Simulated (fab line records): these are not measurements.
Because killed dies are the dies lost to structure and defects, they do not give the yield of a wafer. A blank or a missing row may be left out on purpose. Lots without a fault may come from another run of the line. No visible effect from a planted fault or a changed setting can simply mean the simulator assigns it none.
fab line records	flow nand-harc
record lots=6	wafers=18	last-day=34
route steps=1302 shown P_M2@324
lots untouched by any fault: they come from a run of this same line in which no faults occurred
start-h: hours from the record's opening day to when the first of the lot's shown wafers began	wait-h: hours from the lot's prior step to this one	" as in the row above	L1.1+2: one row covering several wafers at once	- either no value or no given start	* or withheld: withheld	< > ~ a bound
route shown NAME@n: NAME is a module with steps in the file, n the number in the route of the first one	usual: mean/standard deviation of fault-free wafers	same: alike in all rows	chamber/n: place in a boat	sites: per-site readings	_std_site: their standard deviation	_edge_site: mean of outer sites minus mean of inner sites	radius-mm: how far each site lies from the wafer's centre	mask NAME#n: copy n	behind: the most recent tool/chamber to have shaped the wafer	hold: why the lot went on hold/how many hours it stayed there/how the hold came to an end	device: the n, p or np transistor that did not switch	end of line: at the end of the route, the tests of the same wafers	a step given without rows: its recipe and nothing more	killed: at the first sort, the dies lost to defects and structure; wafer yield is something else	map: per-die view of a wafer (x killed, . not killed, _ where there is no die)
set.NAME: the setting that was run; set.NAME@STEP: the one run at that earlier step	model.NAME: the simulator's own value behind a step, which no gauge read
a table for each step, a row for each wafer; lots at some steps of the route
services: when a tool's chamber went out of use (start-h, in hours from the record's first day, below 0 if earlier), for how many hours, and the reason
## steps
# step NHARC_P_M2_EBR_05
# step NHARC_P_M2_EXPOSE_06
# recipe na=1.35	target-cd-nm=170	dose-mj=80.78	mask-id=P_M2
# step NHARC_P_M2_PEB_07
# recipe peb-temp-c=100	peb-time-s=65
# step NHARC_P_M2_DEVELOP_08
# recipe develop-time-s=35	dev-temp-c=23
# step NHARC_P_M2_CD_MEAS_09
# recipe target-cd-nm=170	landing-energy-ev=500
# usual cd-nm=170.4/0.58
lot.wafer	tool	chamber	start-h	wait-h	cd-nm
L483.2	cd-sem-03	0	149.56	-	169.6
L483.3	"	0	"	"	169.9
L483.4	"	0	"	"	170.3
L490.2	cd-sem-02	0	217.48	-	169.2
L490.3	"	0	"	"	169.9
L490.5	"	0	"	"	170.1
L491.3	cd-sem-02	0	234.52	-	170.0
L491.4	"	0	"	"	171.0
L491.5	"	0	"	"	170.7
L495.2	cd-sem-02	0	277.77	-	170.6
L495.3	"	0	"	"	171.2
L495.4	"	0	"	"	170.3
L499.2	cd-sem-01	0	305.14	-	170.8
L499.5	"	0	"	"	170.5
L499.6	"	0	"	"	170.8
L504.1	cd-sem-02	0	366.26	-	170.1
L504.2	"	0	"	"	169.5
L504.4	"	0	"	"	170.1
# step NHARC_P_M2_OVL_MEAS_10
# recipe pitch-nm=340
# usual overlay-x-nm=0.0/1	overlay-y-nm=0.0/0.84
lot.wafer	tool	chamber	start-h	wait-h	overlay-x-nm	overlay-y-nm
L483.2	overlay-01	-	149.64	-	0.0	0.2
L483.3	"	-	"	"	1.0	-0.3
L483.4	"	-	"	"	0.1	0.8
L490.2	overlay-02	-	217.57	-	1.9	-0.7
L490.3	"	-	"	"	1.5	-0.8
L490.5	"	-	"	"	2.2	0.0
L491.3	overlay-01	-	234.62	-	0.0	-0.7
L491.4	"	-	"	"	-0.2	-0.5
L491.5	"	-	"	"	0.4	-0.7
L495.2	overlay-01	-	277.86	-	-0.3	0.5
L495.3	"	-	"	"	-0.7	-0.2
L495.4	"	-	"	"	-0.7	-0.2
L499.2	overlay-02	-	305.23	-	1.2	-1.0
L499.5	"	-	"	"	1.8	-1.2
L499.6	"	-	"	"	1.5	-1.1
L504.1	overlay-01	-	366.35	-	-3.1	0.6
L504.2	"	-	"	"	-2.7	1.2
L504.4	"	-	"	"	-2.7	0.3
# step NHARC_P_M2_INSPECT_11
# usual raw-defect-count=5/3
lot.wafer	tool	chamber	start-h	wait-h	raw-defect-count
L483.2	defect-inspect-01	-	149.68	0.0	1
L483.3	"	-	"	"	5
L483.4	"	-	"	"	6
L490.2	defect-inspect-01	-	217.60	0.0	9
L490.3	"	-	"	"	6
L490.5	"	-	"	"	4
L491.3	defect-inspect-01	-	234.66	0.0	6
L491.4	"	-	"	"	10
L491.5	"	-	"	"	18
L495.2	defect-inspect-01	-	277.89	0.0	2
L495.3	"	-	"	"	3
L495.4	"	-	"	"	2
L499.2	defect-inspect-01	-	305.28	0.0	4
L499.5	"	-	"	"	5
L499.6	"	-	"	"	2
L504.1	defect-inspect-02	-	366.39	0.0	5
L504.2	"	-	"	"	3
L504.4	"	-	"	"	3
# step NHARC_P_M2_DESCUM_14
# recipe time-s=3	o2-flow-sccm=200	ar-flow-sccm=0	bias-power-w=0	chemistry=O2
# usual drypump-motor-current-A=5.9/0.58	oes-product-au=0.999/0.0094	rf-vpp-V=57.9/0.82	showerhead-plenum-p-Torr=1.94/0.066	throttle-valve-pct=11.312/0.0089
lot.wafer	tool	chamber	start-h	wait-h	drypump-motor-current-A	oes-product-au	rf-hours-counter-h	rf-vpp-V	showerhead-plenum-p-Torr	throttle-valve-pct
L483.2	rie-diel-13	0	149.75	0.1	6.3	0.999	6.8	57.1	1.90	11.303
L483.3	"	1	"	"	4.8	0.979	7.6	57.9	1.99	11.307
L483.4	"	2	"	"	6.5	0.994	6.7	57.9	1.92	11.299
L490.2	rie-diel-01	2	217.68	0.1	6.8	1.013	0.1	57.6	1.91	11.295
L490.3	"	3	"	"	5.5	1.014	0.1	58.5	1.98	11.307
L490.5	"	0	"	"	5.9	1.005	-	56.8	1.81	11.330
L491.4	rie-diel-08	1	234.72	0.1	5.4	0.985	2.7	56.8	1.91	11.311
L491.3	"	3	"	"	6.6	1.006	2.9	57.3	1.86	11.318
L491.5	"	2	"	"	5.8	0.992	-	57.5	2.04	11.309
L495.4	rie-diel-13	0	277.95	0.1	6.3	1.003	6.3	56.8	1.90	11.307
L495.2	"	2	"	"	6.5	0.991	3.2	58.7	1.92	11.316
L495.3	"	3	"	"	6.1	1.008	5.7	58.5	1.95	11.313
L499.2	rie-diel-13	3	305.34	0.1	6.1	1.010	7.8	57.9	1.95	11.315
L499.5	"	2	"	"	6.4	0.993	-	58.4	1.92	11.305
L499.6	"	3	"	"	6.1	1.019	-	59.2	1.95	11.307
L504.1	rie-diel-01	2	366.45	0.1	6.8	0.996	8.5	58.6	1.91	11.306
L504.4	"	0	"	"	5.9	0.994	7.0	58.6	1.81	11.310
L504.2	"	1	"	"	5.4	0.997	7.3	59.8	2.04	11.316
# step NHARC_P_M2_ETCH_35
# recipe target-depth-a=400	overetch-a=120	time-s=43.94	ion-energy-ev=200	n2-flow-sccm=150	h2-flow-sccm=150	ar-flow-sccm=0	rf-w=400	bias-w=150	chemistry=N2/H2
# usual bias-w=150.0/0.45	chamber-pressure-mTorr=30.004/0.027	drypump-motor-current-A=5.9/0.56	h2-flow-sccm=150.0/0.48	oes-product-au=0.998/0.0093	rf-vpp-V=431.2/2.2	showerhead-plenum-p-Torr=2.07/0.073	throttle-valve-pct=14.172/0.0092
lot.wafer	tool	chamber	start-h	wait-h	bias-w	chamber-pressure-mTorr	drypump-motor-current-A	h2-flow-sccm	oes-product-au	rf-hours-counter-h	rf-vpp-V	showerhead-plenum-p-Torr	throttle-valve-pct
L483.2	rie-diel-13	2	149.82	0.1	150.6	29.975	6.5	151.1	0.998	6.7	431.5	2.05	14.179
L483.3	"	3	"	"	149.9	30.010	6.1	150.2	0.993	6.9	431.1	2.08	14.177
L483.4	"	0	"	"	149.8	29.954	6.3	150.0	0.997	6.8	430.8	2.03	14.159
L490.3	rie-diel-01	1	217.75	0.1	149.9	30.023	5.4	150.3	0.991	0.1	433.9	2.18	14.173
L490.2	"	2	"	"	149.6	30.027	6.7	150.4	1.004	0.1	430.5	2.03	14.160
L490.5	"	1	"	"	150.0	29.992	5.4	150.0	0.997	-	436.2	2.18	14.159
L491.4	rie-diel-08	0	234.80	0.1	149.4	29.994	6.3	149.6	0.968	2.7	428.9	1.99	14.175
L491.3	"	1	"	"	150.1	29.947	5.4	150.0	0.975	2.7	430.4	2.03	14.168
L491.5	"	1	"	"	149.9	30.026	5.4	149.8	0.985	-	431.2	2.03	14.185
L495.4	rie-diel-13	3	278.04	0.1	150.1	30.025	6.1	150.3	1.003	5.7	431.7	2.08	14.170
L495.3	"	0	"	"	149.3	29.992	6.3	150.0	1.003	6.3	429.9	2.03	14.165
L495.2	"	2	"	"	150.5	29.950	6.5	150.3	1.006	3.2	431.2	2.05	14.162
L499.2	rie-diel-13	1	305.43	0.1	150.6	30.050	4.8	150.2	1.021	7.4	431.4	2.12	14.161
L499.5	"	0	"	"	149.1	30.053	6.3	149.6	1.019	-	430.9	2.03	14.170
L499.6	"	1	"	"	150.1	29.978	4.8	150.0	1.008	-	433.1	2.12	14.171
L504.1	rie-diel-01	3	366.54	0.1	150.1	30.020	5.6	149.3	0.993	8.9	432.3	2.11	14.172
L504.4	"	0	"	"	150.2	30.031	5.9	150.0	1.000	7.0	427.4	1.93	14.169
L504.2	"	1	"	"	149.8	29.946	5.4	149.0	1.003	7.3	434.5	2.18	14.162
# step NHARC_P_M2_ETCH_15
# recipe target-depth-a=1825	time-s=91.2	c4f8-flow-sccm=withheld	ar-flow-sccm=400	rf-w=600	bias-w=300	chemistry=C4F8/Ar
# usual bias-w=300.1/0.92	chamber-pressure-mTorr=25.000/0.022	oes-product-au=0.942/0.024	rf-vpp-V=441.6/2.2
lot.wafer	tool	chamber	start-h	wait-h	bias-w	chamber-pressure-mTorr	oes-product-au	rf-hours-counter-h	rf-vpp-V
L483.3	rie-diel-13	0	-	-	299.9	24.984	0.964	6.8	439.8
L483.2	"	1	"	"	299.7	24.972	0.960	7.6	442.3
L483.4	"	2	"	"	299.4	24.985	0.986	6.7	441.8
L490.2	rie-diel-01	2	-	-	300.3	25.003	0.968	0.1	441.0
L490.3	"	3	"	"	298.3	24.998	0.973	0.1	443.6
L490.5	"	1	"	"	300.2	25.016	0.961	-	444.7
L491.4	rie-diel-08	1	-	-	298.9	24.980	0.912	2.7	441.1
L491.3	"	2	"	"	300.2	24.982	0.921	3.0	445.3
L491.5	"	0	"	"	299.4	25.020	0.921	-	438.8
L495.2	rie-diel-13	3	-	-	301.7	24.968	0.985	5.8	441.2
L495.3	"	0	"	"	301.2	25.042	0.967	6.3	438.8
L495.4	"	2	"	"	300.3	24.970	0.969	3.2	442.3
L499.2	rie-diel-13	2	-	-	299.6	24.997	0.928	5.0	441.3
L499.5	"	1	"	"	302.1	24.971	0.928	-	443.6
L499.6	"	2	"	"	300.3	25.033	0.939	-	441.1
L504.2	rie-diel-01	1	-	-	300.2	25.036	0.920	7.3	444.9
L504.1	"	3	"	"	298.6	25.027	0.936	8.9	443.5
L504.4	"	0	"	"	298.9	24.993	0.916	7.0	437.1
# step NHARC_P_M2_CD_MEAS_16
# usual cd-nm=170.2/0.78
lot.wafer	tool	chamber	start-h	wait-h	cd-nm
L483.2	cd-sem-01	-	150.05	-	168.6
L483.3	"	-	"	"	171.2
L483.4	"	-	"	"	170.5
L490.2	cd-sem-03	-	217.97	-	169.2
L490.3	"	-	"	"	170.4
L490.5	"	-	"	"	169.5
L491.3	cd-sem-03	-	235.03	-	170.3
L491.4	"	-	"	"	170.8
L491.5	"	-	"	"	170.8
L495.2	cd-sem-02	-	278.26	-	170.6
L495.3	"	-	"	"	171.4
L495.4	"	-	"	"	169.8
L499.2	cd-sem-02	-	305.64	-	170.3
L499.5	"	-	"	"	171.0
L499.6	"	-	"	"	170.4
L504.1	cd-sem-01	-	366.76	-	169.9
L504.2	"	-	"	"	169.4
L504.4	"	-	"	"	168.9
# step NHARC_P_M2_STRIP_18
# recipe power-w=1000	n2-flow-sccm=150	h2-flow-sccm=150	ar-flow-sccm=0	bias-w=0	chemistry=N2/H2
# usual drypump-motor-current-A=5.9/0.58	h2-flow-sccm=150.0/0.47	oes-product-au=0.996/0.0097	rf-vpp-V=90.7/1	showerhead-plenum-p-Torr=2.07/0.077	throttle-valve-pct=14.171/0.0094
lot.wafer	tool	chamber	start-h	wait-h	drypump-motor-current-A	h2-flow-sccm	oes-product-au	rf-hours-counter-h	rf-vpp-V	showerhead-plenum-p-Torr	throttle-valve-pct
L483.2	rie-diel-13	1	150.12	0.1	4.8	150.5	0.975	7.6	91.6	2.13	14.172
L483.4	"	2	"	"	6.5	149.9	1.001	6.7	91.7	2.05	14.175
L483.3	"	3	"	"	6.1	149.4	1.001	7.0	92.1	2.08	14.161
L490.3	rie-diel-13	2	218.04	0.1	6.5	150.6	0.993	1.3	88.6	2.05	14.165
L490.2	"	0	"	"	6.2	149.9	0.989	2.9	89.6	2.03	14.179
L490.5	"	2	"	"	6.5	149.8	0.988	-	91.1	2.05	14.170
L491.3	rie-diel-13	1	235.10	0.1	4.8	149.8	0.996	3.3	90.4	2.12	14.179
L491.4	"	2	"	"	6.5	150.2	0.990	2.1	90.2	2.05	14.179
L491.5	"	1	"	"	4.8	149.9	1.001	-	91.1	2.12	14.168
L495.4	rie-diel-08	3	278.33	0.1	6.6	151.3	0.997	5.1	91.5	1.99	14.158
L495.2	"	1	"	"	5.4	150.3	0.980	5.6	91.4	2.03	14.185
L495.3	"	2	"	"	5.8	149.9	0.992	5.3	93.5	2.18	14.175
L499.2	rie-diel-01	1	305.79	0.1	5.4	150.1	0.998	4.8	91.5	2.18	14.185
L499.5	"	2	"	"	6.8	150.4	1.001	-	89.3	2.03	14.168
L499.6	"	3	"	"	5.6	150.5	1.011	-	91.2	2.11	14.169
L504.2	rie-diel-08	1	366.87	0.1	5.4	149.9	0.992	8.4	90.5	2.03	14.175
L504.1	"	2	"	"	5.8	150.0	1.005	10.3	90.4	2.18	14.185
L504.4	"	0	"	"	6.3	150.0	0.990	-	90.0	1.99	14.162
# step NHARC_P_M2_ETCH_28
# recipe target-depth-a=300	over-etch-frac=0.3	time-s=72.99	ion-energy-ev=150	cf4-flow-sccm=50	n2-flow-sccm=100	ar-flow-sccm=150	rf-w=300	bias-w=100	chemistry=CF4/N2
# usual bias-w=100.01/0.29	cf4-flow-sccm=49.98/0.15	drypump-motor-current-A=5.9/0.58	oes-product-au=0.998/0.01	rf-vpp-V=314.7/1.6	showerhead-plenum-p-Torr=2.66/0.088	throttle-valve-pct=19.795/0.0087
lot.wafer	tool	chamber	start-h	wait-h	bias-w	cf4-flow-sccm	drypump-motor-current-A	oes-product-au	rf-hours-counter-h	rf-vpp-V	showerhead-plenum-p-Torr	throttle-valve-pct
L483.4	rie-diel-13	3	150.36	-	100.04	49.92	6.1	0.999	7.0	313.3	2.67	19.797
L483.2	"	0	"	"	99.73	49.67	6.3	1.009	6.9	313.6	2.61	19.803
L483.3	"	1	"	"	100.09	49.98	4.8	0.981	7.7	316.9	2.73	19.792
L490.3	rie-diel-13	1	218.29	-	-	-	-	-	-	-	-	-
L490.2	"	0	"	"	-	-	-	-	-	-	-	-
L490.5	"	2	"	"	-	-	-	-	-	-	-	-
L491.3	rie-diel-13	0	235.34	-	-	-	-	-	-	-	-	-
L491.4	"	2	"	"	-	-	-	-	-	-	-	-
L491.5	"	1	"	"	-	-	-	-	-	-	-	-
L495.4	rie-diel-08	1	278.58	-	99.55	50.00	5.4	0.997	5.6	314.3	2.62	19.816
L495.3	"	2	"	"	100.23	50.00	5.8	1.002	5.3	316.2	2.79	19.795
L495.2	"	3	"	"	99.97	50.03	6.6	1.010	5.2	313.1	2.56	19.814
L499.2	rie-diel-01	3	305.96	-	100.11	49.86	5.6	1.015	6.3	315.5	2.71	19.786
L499.6	"	3	"	"	99.90	49.62	5.6	1.011	-	316.3	2.71	19.809
L499.5	"	0	"	"	100.49	50.01	5.9	1.015	-	311.8	2.49	19.787
L504.1	rie-diel-08	2	367.13	-	100.04	49.99	5.7	1.011	10.4	317.6	2.79	19.792
L504.2	"	0	"	"	99.56	50.06	6.3	0.993	10.5	314.1	2.57	19.801
L504.4	"	2	"	"	99.70	49.96	5.7	1.015	-	317.5	2.79	19.783
# step NHARC_P_M2_STRIP_19
# recipe time-s=600	temp-c=30	chemistry=post-etch-residue-remover
## services
tool	chamber	start-h	hours	kind
rie-diel-13	0	144.08	-	clean
rie-diel-13	1	144.08	-	clean
rie-diel-13	2	144.08	-	clean
rie-diel-13	3	144.08	-	clean
rie-diel-13	2	161.37	24.0	repair
rie-diel-13	-	165.00	9.0	pm
rie-diel-13	0	165.00	9.0	vent-cycle
rie-diel-13	1	165.00	9.0	vent-cycle
rie-diel-13	3	165.00	9.0	vent-cycle
rie-diel-08	-	184.75	0.2	repair
rie-diel-08	-	190.94	9.0	pm
rie-diel-01	-	203.80	9.0	pm
rie-diel-13	-	219.85	0.7	repair
rie-diel-01	1	245.66	4.3	repair
rie-diel-13	2	246.43	11.5	repair
rie-diel-08	-	248.43	4.3	repair
rie-diel-13	3	259.19	2.5	repair
rie-diel-08	0	295.66	2.7	repair
rie-diel-08	1	308.39	10.7	repair
rie-diel-13	0	312.82	31.4	repair
rie-diel-01	2	318.71	13.5	repair
rie-diel-13	-	342.00	9.0	pm
rie-diel-13	0	357.28	3.9	repair
rie-diel-08	3	364.20	11.9	repair
## key
first-sign step=NHARC_P_M2_ETCH_28	reading=tool-record	direction=missing
effect none on later readings
met-at NHARC_P_M2_ETCH_28
struck-wafers L490.2,L490.3,L490.5,L491.3,L491.4,L491.5
later-rows-left-out L490.2,L490.3,L490.5,L491.3,L491.4,L491.5
sort-left-out L490.2,L490.3,L490.5,L491.3,L491.4,L491.5
onset-between 150.36 218.29
fault kind=skipped-step-whole	tool=rie-diel-13	chamber=-	onset-h=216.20	steps=NHARC_P_M2_ETCH_28	scope=struck-lots-only
# sort-left-out: the simulated sort isn't trusted on such a fault, so these wafers' sort isn't shown, and their yield isn't known
# later-rows-left-out: the simulator's readings of these wafers behind a module that went badly wrong aren't trusted and aren't shown, but for the sort
